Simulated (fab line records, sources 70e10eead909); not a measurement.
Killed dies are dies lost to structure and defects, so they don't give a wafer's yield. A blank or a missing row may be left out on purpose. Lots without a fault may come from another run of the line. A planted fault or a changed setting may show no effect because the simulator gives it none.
Which tool did it? | flow nand_harc | 12 lots, 36 wafers sampled, at 5 steps of a route of 1159

WHAT THE GAUGES READ, wafer by wafer
NHARC_END_SORT_01.
lot  | measured     | on        | killed_at_array | killed_at_other | killed_at_periphery | killed_dies | killed_open | killed_short
L222 | day 24 14:41 | prober-01 | 676 672 671     | 0 1 0           | 1 4 6               | 677 677 677 | 1 9 7       | 1 6 2
L223 | day 24 05:48 | prober-02 | 673 672 675     | 1 0 0           | 3 5 2               | 677 677 677 | 2 4 2       | 5 1 2

WHICH TOOL RAN EACH LOT (tool, then ch and the chambers of the sampled wafers, then the start)
lot  | NHARC_A_SGD_CUT_STRIP_17                      | NHARC_A_SLIT_DEP_25             | NHARC_A_SLIT_DEP_00           | NHARC_A_WL_FILL_ALD_02
L205 | rie_diel-04 ch 0,3, day 14 14:04 or earlier   | pecvd-01 ch 0,1,2, day 14 14:04 | acl_dep-01 ch 0, day 14 14:52 | ald_metal-02 ch 0,1,2, day 15 05:20
L204 | rie_diel-04 ch 0,2,3, day 14 13:47 or earlier | pecvd-01 ch 0,2, day 14 13:47   | acl_dep-02 ch 0, day 14 14:34 | ald_metal-04 ch 2,3, day 15 05:10
L207 | rie_diel-01 ch 0,2,3, day 15 05:22 or earlier | pecvd-01 ch 1,2, day 15 05:22   | acl_dep-03 ch 0, day 15 08:27 | ald_metal-04 ch 2,3, day 16 01:16
L211 | rie_diel-02 ch 0,3, day 15 17:21 or earlier   | pecvd-02 ch 0,1,2, day 15 17:21 | acl_dep-01 ch 0, day 15 21:32 | ald_metal-04 ch 0,2,3, day 16 11:20
L210 | rie_diel-04 ch 2,3, day 16 13:19 or earlier   | pecvd-02 ch 0,1,2, day 16 13:19 | acl_dep-01 ch 0, day 16 13:56 | ald_metal-04 ch 2,3, day 17 04:46
L212 | rie_diel-02 ch 1,3, day 16 13:22 or earlier   | pecvd-01 ch 0,1, day 16 13:22   | acl_dep-02 ch 0, day 16 14:11 | ald_metal-02 ch 0,1,2, day 17 09:07
L215 | rie_diel-04 ch 0,1,3, day 16 22:42 or earlier | pecvd-02 ch 0,1, day 16 22:42   | acl_dep-03 ch 0, day 17 00:13 | ald_metal-01 ch 0,1, day 17 15:11
L216 | rie_diel-02 ch 2,3, day 16 22:41 or earlier   | pecvd-03 ch 0,1, day 16 22:41   | acl_dep-02 ch 0, day 17 00:18 | ald_metal-04 ch 0,3, day 17 15:04
L222 | rie_diel-01 ch 0,2, day 19 07:30 or earlier   | pecvd-02 ch 1,2, day 19 07:30   | acl_dep-01 ch 0, day 19 07:57 | ald_metal-04 ch 0,2, day 19 23:22
L223 | rie_diel-02 ch 1,2, day 19 07:32 or earlier   | pecvd-01 ch 0,2, day 19 07:32   | acl_dep-03 ch 0, day 19 08:12 | ald_metal-02 ch 0,1,3, day 19 23:26
L225 | rie_diel-04 ch 1,3, day 19 13:43 or earlier   | pecvd-01 ch 1,2, day 19 13:43   | acl_dep-02 ch 0, day 19 16:25 | ald_metal-04 ch 0,1,2, day 20 07:34
L226 | rie_diel-02 ch 0,3, day 19 19:16 or earlier   | pecvd-01 ch 0,2, day 19 19:16   | acl_dep-01 ch 0, day 19 21:47 | ald_metal-01 ch 0,1,3, day 20 14:58
- NHARC_A_SGD_CUT_STRIP_17: strips in O2.
- NHARC_A_SLIT_DEP_25: deposits SiO2, target thk 200 nm.
- NHARC_A_SLIT_DEP_00: deposits aC, target thk 3200 nm.
- NHARC_A_WL_FILL_ALD_02: deposits TiN, target thk 2 nm, pulse time 3 s, ald cycles 100.

WHAT THE TOOLS THEMSELVES READ (means of the sampled wafers that have a number; where no wafer has one, the mark that the record gives instead)
NHARC_A_SGD_CUT_STRIP_17.
lot  | tool        | drypump_motor_current_A (A) | mfc_ar_sccm (sccm) | oes_product_au (a.u.) | rf_vpp_V (V) | showerhead_plenum_p_Torr (Torr) | throttle_valve_pct (%)
L205 | rie_diel-04 | 5.6                         | 0.015              | 0.985                 | 58.2         | 3.61                            | 17.030
L204 | rie_diel-04 | 5.4                         | 0.007              | 0.995                 | 57.3         | 3.61                            | 17.032
L207 | rie_diel-01 | 6.0                         | 0.000              | 0.987                 | 57.9         | 3.55                            | 17.032
L211 | rie_diel-02 | 5.8                         | 0.007              | 1.003                 | 57.6         | 3.50                            | 17.044
L210 | rie_diel-04 | 5.0                         | 0.007              | 1.004                 | 57.8         | 3.61                            | 17.028
L212 | rie_diel-02 | 5.2                         | 0.015              | 1.002                 | 57.6         | 3.66                            | 17.040
L215 | rie_diel-04 | 5.5                         | 0.008              | 1.000                 | 58.6         | 3.56                            | 17.037
L216 | rie_diel-02 | 6.0                         | 0.015              | 0.988                 | 58.1         | 3.65                            | 17.035
L222 | rie_diel-01 | 6.3                         | 0.000              | 0.983                 | 58.3         | 3.59                            | 17.040
L223 | rie_diel-02 | 5.8                         | 0.011              | 0.992                 | 57.9         | 3.60                            | 17.033
L225 | rie_diel-04 | 5.3                         | 0.016              | 0.985                 | 57.5         | 3.56                            | 17.033
L226 | rie_diel-02 | 5.6                         | 0.015              | 1.005                 | 57.6         | 3.62                            | 17.046

NHARC_A_SLIT_DEP_25.
lot  | tool     | heater_power_w (W) | showerhead_vpp_V (V) | throttle_valve_pct (%)
L205 | pecvd-01 | 502                | 1851                 | 16.0
L204 | pecvd-01 | 438                | 1840                 | 15.5
L207 | pecvd-01 | 422                | 1903                 | 15.3
L211 | pecvd-02 | 513                | 1744                 | 16.0
L210 | pecvd-02 | 531                | 1766                 | 16.2
L212 | pecvd-01 | 543                | 1803                 | 16.5
L215 | pecvd-02 | 562                | 1802                 | 16.1
L216 | pecvd-03 | 585                | 1833                 | 16.1
L222 | pecvd-02 | 501                | 1724                 | 16.2
L223 | pecvd-01 | 469                | 1799                 | 15.7
L225 | pecvd-01 | 405                | 1887                 | 15.6
L226 | pecvd-01 | 369                | 1828                 | 15.5

NHARC_A_SLIT_DEP_00.
lot  | tool       | throttle_valve_pct (%)
L205 | acl_dep-01 | 35.003
L204 | acl_dep-02 | 34.993
L207 | acl_dep-03 | 35.000
L211 | acl_dep-01 | 35.008
L210 | acl_dep-01 | 34.992
L212 | acl_dep-02 | 34.995
L215 | acl_dep-03 | 35.011
L216 | acl_dep-02 | 35.000
L222 | acl_dep-01 | 34.995
L223 | acl_dep-03 | 34.997
L225 | acl_dep-02 | 35.000
L226 | acl_dep-01 | 35.000

NHARC_A_WL_FILL_ALD_02.
lot  | tool         | heater_power_outer_w (W) | heater_power_w (W) | precursor_pulse_height_rel
L205 | ald_metal-02 | 612                      | 993                | 0.983
L204 | ald_metal-04 | 686                      | 1073               | 1.003
L207 | ald_metal-04 | 732                      | 1090               | 0.988
L211 | ald_metal-04 | 720                      | 1078               | 0.998
L210 | ald_metal-04 | 688                      | 1066               | 1.004
L212 | ald_metal-02 | 598                      | 977                | 1.002
L215 | ald_metal-01 | 772                      | 1204               | 1.025
L216 | ald_metal-04 | 676                      | 1061               | 0.971
L222 | ald_metal-04 | -                        | -                  | -
L223 | ald_metal-02 | -                        | -                  | -
L225 | ald_metal-04 | 718                      | 1111               | 1.000
L226 | ald_metal-01 | 774                      | 1200               | 0.995

THE ANSWER, worked out from the rows above alone
Rule: what is usual is taken from the lots themselves. Put in order of their means at a reading, lots are off if they are a third of the lots or fewer, leave a main group of 4 or more, and stand apart from it by a gap of 3 or more times the standard deviation of the main group's means; of several such gaps the widest counts. A main group whose means are all the same, to the digits that the tables above print for the reading, isn't used. A lot without any number at a reading at which 4 lots or more have one is off too. The other lots that the step has rows for count as sound. The gauges are gone through in route order, then the tools' own readings, and for those a lot's mean is taken as printed above. The first step at which some lot is off is used, and at that step the reading that is off furthest; a lot without a number counts as furthest.
Off: L222, L223, at NHARC_A_WL_FILL_ALD_02 (heater_power_outer_w). Without a number there: L222, L223. The main group: mean 698 W, standard deviation 56.
A tool fits if, at that step or a process step before it, it ran every lot that is off, and no sound lot after the first of them. NHARC_A_SGD_CUT_STRIP_17 gives no start for some lots, so the hours and the order of its lots are those of NHARC_A_SLIT_DEP_25. None of those tried fits.

WHAT THE SIMULATOR HAD PUT IN
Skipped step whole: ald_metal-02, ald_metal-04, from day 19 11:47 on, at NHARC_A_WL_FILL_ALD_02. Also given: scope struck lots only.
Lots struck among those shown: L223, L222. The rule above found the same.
